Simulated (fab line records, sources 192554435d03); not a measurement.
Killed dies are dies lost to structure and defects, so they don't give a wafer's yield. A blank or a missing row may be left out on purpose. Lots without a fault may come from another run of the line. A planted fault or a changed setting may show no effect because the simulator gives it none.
fab line records | flow n5_finfet
record lots=3 wafers=9 last_day=15
route steps=1938 shown SD_EPI_P@302 SD_ACTIVATION@330 ILD0@335 BEOL_M4@1111 PASSIVATION@1936
lots that met no fault: from a run of the same line without faults
start_h: hours from the record's first day to the start of the lot's first wafer shown | wait_h: hours since the lot's step before | " the same as in the row above | L1.1+2: a row that stands for several wafers | - no value, or no start given | * or withheld: withheld | < > ~ a bound
route shown NAME@n: a module of which the file shows steps, and the number in the route of the first | usual: mean/standard deviation of fault-free wafers | same: alike in all rows | chamber/n: place in a boat | sites: the reading at each site | _std_site: their standard deviation | _edge_site: outer sites' mean less inner sites' | radius_mm: how far each site lies from the wafer's centre | mask NAME#n: copy n | behind: the tool/chamber that last shaped the wafer | hold: why the lot was held/for how many hours/how that ended | device: the transistor (n, p or np) that didn't switch | end of line: the same wafers' tests at the end of the route | a step without rows: its recipe alone | killed: dies lost to structure and defects at the first sort, not the wafer's yield | map: a wafer's dies, x killed, . not, _ none there
set.NAME: the setting as run; set.NAME@STEP: as run at that earlier step | model.NAME: the simulator's own value behind a step, which no gauge read
lots at some steps of the route; a table a step, a row a wafer
services: from which hour (start_h, from the record's first day; less than 0 if before it) a tool's chamber was out of use, for how many hours, and why
## steps
# step N5_SD_EPI_P_DEVELOP_08
# recipe develop_time_s=30 developer=TMAH resist=CAR-ArF-block dev_temp_c=23 rinse_liquid=diw dry=air_spin
# step N5_SD_EPI_P_DESCUM_14
# recipe chemistry=O2 time_s=7.9 source_power_w=50 bias_power_w=20 pressure_mtorr=20 rf_frequency_hz=2.712e+07 temp_c=40 resist=CAR-ArF-block o2_flow_sccm=225
# step N5_SD_EPI_P_ETCH_36
# recipe chemistry=CF4 target=SiARC target_depth_a=455 mask_material=CAR-ArF-block time_s=75.8 ion_energy_ev=80 pressure_mtorr=40 source_w=545 bias_w=36 Ar_flow_sccm=100 cf4_flow_sccm=100 ends=cleared
# step N5_SD_EPI_P_ETCH_37
# recipe chemistry=N2/H2 target=SOC overetch_a=1080 mask_material=SiARC temp_c=40 ion_energy_ev=100 source_w=3000 bias_w=133 pressure_mtorr=20 time_s=486 n2_flow_sccm=200 h2_flow_sccm=200 ends=end_point
# step N5_SD_EPI_P_STRIP_38
# recipe chemistry=N2/H2 temp_c=40 n2_flow_sccm=200 h2_flow_sccm=200 rf_frequency_hz=6e+07
# step N5_SD_EPI_P_ETCHBACK_46
# recipe chemistry=CH3F/O2 mode=anisotropic_etchback target=SiNx target_depth_a=175 stop_on=SiO2 over_etch_frac=0.3 ion_energy_ev=120 pressure_mtorr=30 source_w=395 bias_w=73 Ar_flow_sccm=150 CH3F_flow_sccm=30 O2_flow_sccm=20
# step N5_SD_EPI_P_ETCH_47
# recipe chemistry=CH3F/O2 target=SiOCN target_depth_a=250 mask_material=SOC ion_energy_ev=60 bias_w=29 pressure_mtorr=30 source_w=410 Ar_flow_sccm=150 CH3F_flow_sccm=30 O2_flow_sccm=20
# step N5_SD_EPI_P_ETCH_16
# recipe chemistry=CHF3/O2 target=SiO2 target_depth_a=50 mask_material=SOC pressure_mtorr=30 source_w=650 bias_w=170 Ar_flow_sccm=200 CHF3_flow_sccm=50 O2_flow_sccm=5 ion_energy_ev=200
# step N5_SD_EPI_P_STRIP_50
# recipe chemistry=CHF3/O2 resist=SiARC rf_frequency_hz=6e+07
# step N5_SD_EPI_P_SD_RECESS_17
# recipe chemistry=HBr/Cl2/O2 target_depth_a=391 bt_time_s=3 pressure_mtorr=10 icp_w=800 bias_w=112 HBr_flow_sccm=150 Cl2_flow_sccm=80 O2_flow_sccm=12
# usual bias_w=112.0/0.33 drypump_motor_current_A=5.8/0.4 oes_product_au=1.006/0.012 throttle_valve_pct=37.1/0.42
# columns lot.wafer tool chamber start_h wait_h bias_w drypump_motor_current_A oes_product_au rf_hours_counter_h throttle_valve_pct model.SD_EPI_P.feature_depth_nm model.etch.depth_nm
L630.1 rie_si-03 2 96.36 0.0 112.0 6.0 1.005 142 37.6 38.8 38.75
L630.5 " 0 " " 112.1 5.5 1.016 - 36.3 39.8 39.78
L630.6 " 3 " " 111.5 5.4 1.011 - 36.9 38.4 38.49
L633.2 rie_si-02 0 117.71 0.0 111.7 6.3 1.007 113 36.7 39.4 39.34
L633.4 " 2 " " 112.5 6.0 1.011 126 36.7 39 38.96
L633.6 " 0 " " 111.8 6.3 1.009 - 36.8 39.4 39.31
L638.1 rie_si-02 1 144.28 0.0 112.1 5.2 1.003 102 37.5 53.8 53.75
L638.3 " 0 " " 112.4 6.2 1.006 114 36.8 38.8 38.87
L638.6 " 0 " " 112.3 6.2 1.006 - 36.8 39 39.02
# step N5_SD_EPI_P_WET_ETCH_45
# recipe chemistry=dHF dilution=withheld time_s=10.7 target=SiO2 target_depth_a=20 temp_c=25 dry=ipa_marangoni rinse_time_s=30 rinse_temp_c=23
# step N5_SD_EPI_P_STRIP_40
# recipe chemistry=N2/H2 power_w=1000 temp_c=250 h2_frac=0.65 overash_fraction=0.3 pressure_mtorr=withheld n2_flow_sccm=1750 h2_flow_sccm=3250
# step N5_SD_EPI_P_PRECLEAN_52
# recipe chemistry=O3/DIW time_s=60 temp_c=22 o3_ppm=10
# step N5_SD_EPI_P_SRD_20
# recipe dry=ipa_marangoni do_ppb=5 time_s=30 temp_c=23 rinse_liquid=diw
# step N5_SD_EPI_P_PRECLEAN_51
# recipe chemistry=NF3:NH3 afs_cycles=1 temp_c=30 time_s=20 sublimation_temp_c=180 sublimation_time_s=60 pressure_torr=3 rf_power_w=30
# step N5_SD_EPI_P_VAPOR_ETCH_44
# recipe chemistry=NF3/Ar target=SiGe30 temp_c=25 time_s=3.3 mode=isotropic
# step N5_SD_EPI_P_EPI_21
# recipe material=SiGe:B dopant=B temp_c=550 pressure_torr=20 ambient=H2 time_s=355
# step N5_SD_EPI_P_HM_STRIP_48
# recipe chemistry=H3PO4 temp_c=160 material=SiNx target=SiNx target_depth_a=30 overetch_fraction=0.3
# step N5_SD_EPI_P_SRD_49
# recipe dry=ipa_marangoni time_s=30 temp_c=23 rinse_liquid=diw
# step N5_SD_EPI_P_PRECLEAN_24
# recipe chemistry=O3/DIW time_s=45 temp_c=22 o3_ppm=10
# step N5_SD_EPI_P_PRECLEAN_32
# recipe chemistry=dHF time_s=10 dilution=500:1 temp_c=25
# step N5_SD_EPI_P_PRECLEAN_33
# recipe chemistry=SC2 time_s=45 temp_c=35 mix=1:1:50
# step N5_SD_EPI_P_SRD_25
# recipe time_s=30 temp_c=23 rinse_liquid=diw dry=ipa_marangoni
# step N5_SD_ACTIVATION_RTA_00
# recipe temp_c=975 time_s=0 ambient=N2 idle_temp_c=600 ramp_up_c_per_s=150 ramp_down_c_per_s=60 cool_to_c=600
# step N5_SD_ACTIVATION_LSA_01
# recipe temp_c=1080 time_s=0.0008 ambient=N2
# step N5_ILD0_LINER_00
# recipe material=SiNx target_thk_a=40 temp_c=400 ald_precursor_family=SiH2I2 ald_co_reactant=N2/H2-plasma pulse_time_s=1 purge_time_s=2 co_reactant_purge_time_s=2 ald_cycles=80 pressure_torr=2
# step N5_ILD0_FCVD_FILL_01
# recipe material=SiO2_flowable target_thk_a=2000 temp_c=100 pressure_torr=0.8 rf_w=2000 time_s=328.3
# step N5_ILD0_CURE_02
# recipe temp_c=450 time_s=1800 ambient=steam idle_temp_c=400 ramp_up_c_per_min=5 ramp_down_c_per_min=3 densification_p_h2o_torr=640
# step N5_ILD0_CMP_03
# recipe stop_on=SiNx t_overpolish_s=1.9 post_cmp_clean=alkaline_brush down_force_psi=4.1491 platen_rpm=51.796 pad_velocity_m_s=1.0306 target_thk_nm=197.38
# step N5_ILD0_CMP_07
# recipe stop_on=poly-Si material=SiO2_flowable t_overpolish_s=1.18 post_cmp_clean=alkaline_brush down_force_psi=4.1491 platen_rpm=51.796 pad_velocity_m_s=1.0306 target_thk_nm=138.88
# step N5_ILD0_PRECLEAN_10
# recipe chemistry=NF3:NH3 afs_cycles=5 time_s=20 temp_c=30 sublimation_temp_c=180 sublimation_time_s=60 pressure_torr=3 rf_power_w=30
# step N5_ILD0_ALD_15
# recipe material=SiNx target_thk_a=240 temp_c=400 ald_precursor_family=SiH2I2 ald_co_reactant=N2/H2-plasma pulse_time_s=1 ald_cycles=480 purge_time_s=2 co_reactant_purge_time_s=2 pressure_torr=2
# step N5_BEOL_M4_RC_MEAS_101
# usual CJ_P=5.74/0.16 DIBL_N=36.3/1.7 DIBL_P=36.0/1.9 IOFF_N=0.156/0.028 IOFF_P=0.21/0.036 IOFF_P_85C=3.6/0.51 IOFF_P_LIN=0.098/0.014 ION_N=675/11 ION_P=463/7.8 SS_N=71.6/0.59 SS_P=73.2/0.63 VT_N=250/3.1 VT_P=-251/3.4 VT_P_LVT=-98.8/2.7
# columns lot.wafer tool chamber start_h wait_h CJ_P DIBL_N[mV/V] DIBL_P[mV/V] IOFF_N[nA/um] IOFF_P[nA/um] IOFF_P_85C[nA/um] IOFF_P_LIN[nA/um] ION_N[uA/um] ION_P[uA/um] SS_N[mV/dec] SS_P[mV/dec] VT_N[mV] VT_P[mV] VT_P_LVT[mV]
L630.1 prober-01 0 210.38 0.0 5.66 35.3 33.3 0.125 0.17 3.1 0.085 649 447 72.1 73.0 256 -252 -100.8
L630.5 " 0 " " 5.97 35.6 35.3 0.138 0.20 3.5 0.097 669 467 71.2 73.0 250 -248 -98.5
L630.6 " 0 " " 5.53 35.7 35.2 0.143 0.19 3.4 0.093 672 464 70.7 73.3 252 -251 -100.0
L633.2 prober-02 0 227.38 0.2 5.90 35.1 35.9 0.126 0.16 3.0 0.081 648 447 71.6 72.9 253 -258 -101.2
L633.4 " 0 " " 5.68 35.5 36.2 0.138 0.17 3.2 0.086 669 457 71.3 72.8 253 -253 -99.6
L633.6 " 0 " " 5.85 34.0 33.5 0.118 0.14 2.7 0.075 659 449 71.3 71.7 255 -256 -102.8
L638.1 prober-01 0 253.24 0.0 4.72 34.6 82.4 0.132 10.86 99.0 0.395 674 514 70.6 111.6 252 -235 -83.8
L638.3 " 0 " " 5.57 35.7 36.8 0.150 0.23 3.9 0.108 666 463 71.8 73.9 249 -247 -97.4
L638.6 " 0 " " 5.80 35.8 36.9 0.147 0.23 4.0 0.110 673 466 72.2 73.7 249 -244 -96.8
# step N5_PASSIVATION_PROBE_49
# usual defect_limited_yield=91.5/1.5 killed_at_M0_to_M3=30/11 killed_at_M4_up=13/4.9 killed_at_contacts=14/6.5 killed_at_front_end=40/11 killed_at_other=3.3/2.7 killed_dies=100/18 killed_open=67/14 killed_short=32/7.8 sort_bin_4_leakage=0.00/0.0073 sort_bin_5_function=5.0/0.97 sort_bin_6_memory=3.2/0.75 sort_bin_8_speed=0.00/0.01 sort_n_pass=1080/18 sort_yield_pct=91.5/1.5
# same gross_dies=1180 killed_at_back_side=0
# columns lot.wafer tool chamber start_h wait_h defect_limited_yield[%] killed_at_M0_to_M3 killed_at_M4_up killed_at_contacts killed_at_front_end killed_at_other killed_dies killed_open killed_short sort_bin_4_leakage[%] sort_bin_5_function[%] sort_bin_6_memory[%] sort_bin_8_speed[%] sort_n_pass sort_yield_pct[%]
L630.1 prober-01 - 316.14 0.0 88.4 45 14 38 38 2 137 87 50 0 6.1 4.8 0 1043 88.4
L630.5 prober-01 - 316.34 0.2 89.0 75 9 11 31 4 130 91 39 0 6.7 3.8 0 1050 89.0
L630.6 prober-01 - 316.39 0.3 90.8 30 12 14 49 3 108 83 25 0 5.6 3.3 0 1072 90.8
L633.2 prober-02 - 333.26 0.1 91.3 22 10 14 54 3 103 65 37 0 4.8 3.6 0.08 1076 91.2
L633.4 prober-02 - 333.36 0.2 90.8 35 13 9 49 3 109 73 36 0 5.1 3.9 0 1071 90.8
L633.6 prober-02 - 333.46 0.3 90.2 23 10 15 65 3 116 74 42 0 5.8 3.6 0 1064 90.2
L638.1 prober-02 - 365.92 0.0 89.7 35 9 13 60 4 121 77 43 89.75 5.4 4.7 0 0 0
L638.3 prober-02 - 366.02 0.1 91.7 39 8 8 43 0 98 68 30 0 3.7 4.3 0 1082 91.7
L638.6 prober-02 - 366.17 0.3 90.5 40 10 28 31 3 112 79 33 0 5.1 4.3 0 1068 90.5
# killed by level:class
L630.1 MOL_CONTACT_COAG:geometric_particle:open=30 FIN_SAQP:geometric_particle:open=12 BEOL_M0_SAQP:geometric_particle:short=12 FIN_SAQP:geometric_particle:short=9 MOL_CONTACT_COAG:geometric_particle:short=8 BEOL_M2:geometric_particle:open=8 BEOL_M0_SAQP:geometric_particle:open=7 GATE_CUT:geometric_particle:short=5
L630.5 BEOL_M1:geometric_particle:open=18 BEOL_M0_SAQP:geometric_particle:open=15 BEOL_M0_SAQP:geometric_particle:short=14 BEOL_M2:geometric_particle:open=10 BEOL_M3:geometric_particle:open=10 STI_FIN_REVEAL:geometric_particle:open=9 MOL_CONTACT_COAG:geometric_particle:open=9 GATE_CUT:geometric_particle:open=6
L630.6 FIN_SAQP:geometric_particle:open=15 MOL_CONTACT_COAG:geometric_particle:open=11 STI_FIN_REVEAL:geometric_particle:open=7 BEOL_M0:geometric_particle:open=7 BEOL_M1:geometric_particle:open=7 FIN_SAQP:geometric_particle:short=6 DUMMY_GATE:geometric_particle:open=6 GATE_CUT:geometric_particle:open=4
L633.2 FIN_SAQP:geometric_particle:open=16 MOL_CONTACT_COAG:geometric_particle:open=10 BEOL_M1:geometric_particle:open=8 FIN_SAQP:geometric_particle:short=7 STI_FIN_REVEAL:geometric_particle:open=6 ILD0:geometric_particle:short=5 GATE_CUT:geometric_particle:open=5 BEOL_M0_SAQP:geometric_particle:short=5
L633.4 FIN_SAQP:geometric_particle:open=24 FIN_SAQP:geometric_particle:short=17 BEOL_M2:geometric_particle:open=15 BEOL_M1:geometric_particle:open=8 MOL_CONTACT_COAG:geometric_particle:short=7 BEOL_M0_SAQP:geometric_particle:short=5 BEOL_M5:geometric_particle:open=4 STI_FIN_REVEAL:geometric_particle:open=4
L633.6 FIN_SAQP:geometric_particle:open=34 FIN_SAQP:geometric_particle:short=17 MOL_CONTACT_COAG:geometric_particle:open=10 BEOL_M0_SAQP:geometric_particle:short=9 MOL_CONTACT_COAG:geometric_particle:short=5 BEOL_M3:geometric_particle:open=5 BEOL_M4:geometric_particle:open=5 STI_FIN_REVEAL:geometric_particle:open=4
L638.1 FIN_SAQP:geometric_particle:open=18 FIN_SAQP:geometric_particle:short=12 STI_FIN_REVEAL:geometric_particle:open=12 BEOL_M1:geometric_particle:open=10 MOL_CONTACT_COAG:geometric_particle:open=9 BEOL_M0_SAQP:geometric_particle:short=9 DUMMY_GATE:geometric_particle:open=5 MOL_CONTACT_COAG:geometric_particle:short=4
L638.3 FIN_SAQP:geometric_particle:open=18 BEOL_M0_SAQP:geometric_particle:open=11 FIN_SAQP:geometric_particle:short=9 BEOL_M2:geometric_particle:open=9 BEOL_M0_SAQP:geometric_particle:short=7 BEOL_M1:geometric_particle:open=6 MOL_CONTACT_COAG:geometric_particle:open=5 STI_FIN_REVEAL:geometric_particle:open=4
L638.6 MOL_CONTACT_COAG:geometric_particle:open=23 BEOL_M2:geometric_particle:open=10 FIN_SAQP:geometric_particle:open=9 BEOL_M0_SAQP:geometric_particle:open=7 FIN_SAQP:geometric_particle:short=6 MOL_CONTACT_COAG:geometric_particle:short=5 BEOL_M0_SAQP:geometric_particle:short=5 BEOL_M3:geometric_particle:open=5
# map L638.1 (x killed, . not)
_________________x...........________________
______________....x..x.........x_____________
___________..x............xx.......__________
__________.x...............x..x....._________
________..........xx....x.......x.x..._______
_______...............x.....x..x....x.x______
______.....x.....xx......x.......x.....x_____
_____.x......x.....x.....................____
____.x.......x............................___
___.......x................................__
___.........x..x.....x...............x.....__
__x...x...........x...x....................._
__...x.x...................x.........x.x...._
_..x.................x.........x.............
_..x.........................x............x..
_.....x.....................x................
_....x...xx...........x........x......x......
_.....x...x..........x........x..x...x.......
_.............x............x.......x.........
_.....x.....x..x...x.................x.......
_..x............x.......x..x................x
__x......xx............x.............x......_
__............x........x...x............x..._
___....x................x....x........x....__
___............x.x...........x.............__
____....x....x......x.....................___
_____..x................x..x..........x..____
______...x.x......x..x......x.xx........_____
_______xx..x..x....x.........x.....x...______
________......x......................._______
__________..................x......._________
___________..x.x....x..............__________
______________......x..........._____________
_________________............________________
# map L633.6 (x killed, . not)
_________________...x........________________
______________.......xx.x......._____________
___________.....x.....x...x.....x..__________
__________....x.x........xx.x...xx.._________
________.............................._______
_______.......x..........xx...........x______
______.............x.............x......_____
_____................x...................____
____........x.................x........x..___
___......x...x............x...x.x...x......__
___..........x.x...........................__
__..x..................................x...._
__x...............x...x...x...xx.....x......_
_......x...........x..................x......
_................x..................x........
_...x...x....................................
_................x.......x........x..x......x
_...x...........x............................
_........x.......x.....x.......x........x....
_.x........x.......x.........xx.x...........x
_.................................x.........x
__................x............x...x........_
__........x....................x....x......._
___....x..xx.x.....................x...xx..__
___..x.x......x...................x.......x__
____..x........x..x.....xx...x....x..x....___
_____.x..................xxx....x........____
______........x....x.................x.._____
_______................x...............______
________......x.........x.x...x..x..x._______
__________.........................._________
___________x.................x.....__________
______________........x........x_____________
_________________..........x.________________
## services
# columns tool chamber start_h hours kind
rie_si-02 2 133.76 5.6 repair
## key
first_sign step=N5_BEOL_M4_RC_MEAS_101 reading=IOFF_P direction=up sigmas=99+ usual=0.21 struck=10.86
effect step=N5_BEOL_M4_RC_MEAS_101 reading=IOFF_P_85C direction=up sigmas=99+ usual=3.6 struck=99.0
effect step=N5_BEOL_M4_RC_MEAS_101 reading=SS_P direction=up sigmas=61 usual=73.2 struck=111.6
effect step=N5_BEOL_M4_RC_MEAS_101 reading=DIBL_P direction=up sigmas=25 usual=36.0 struck=82.4
effect step=N5_BEOL_M4_RC_MEAS_101 reading=IOFF_P_LIN direction=up sigmas=21 usual=0.098 struck=0.395
effect step=N5_BEOL_M4_RC_MEAS_101 reading=ION_P direction=up sigmas=6.5 usual=463 struck=514
effect step=N5_BEOL_M4_RC_MEAS_101 reading=CJ_P direction=down sigmas=6.4 usual=5.74 struck=4.72
effect step=N5_BEOL_M4_RC_MEAS_101 reading=VT_P_LVT direction=up sigmas=5.6 usual=-98.8 struck=-83.8
effect step=N5_BEOL_M4_RC_MEAS_101 reading=VT_P direction=up sigmas=4.4 usual=-251 struck=-235
effect step=N5_PASSIVATION_PROBE_49 reading=sort_bin_4_leakage direction=up sigmas=99+ usual=0.00 struck=89.75
model_effect step=N5_SD_EPI_P_SD_RECESS_17 value=SD_EPI_P.feature_depth_nm without=38.2 struck=53.8
met_at N5_SD_EPI_P_SD_RECESS_17
struck_wafers L638.1
fault kind=process_parameter_drift tool=rie_si-02 chamber=1 onset_h=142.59 steps=N5_SD_EPI_P_SD_RECESS_17 channel=target_depth_a offset=159.29 shape=step end_h=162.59 acts_in=these_recipes_only stated=391
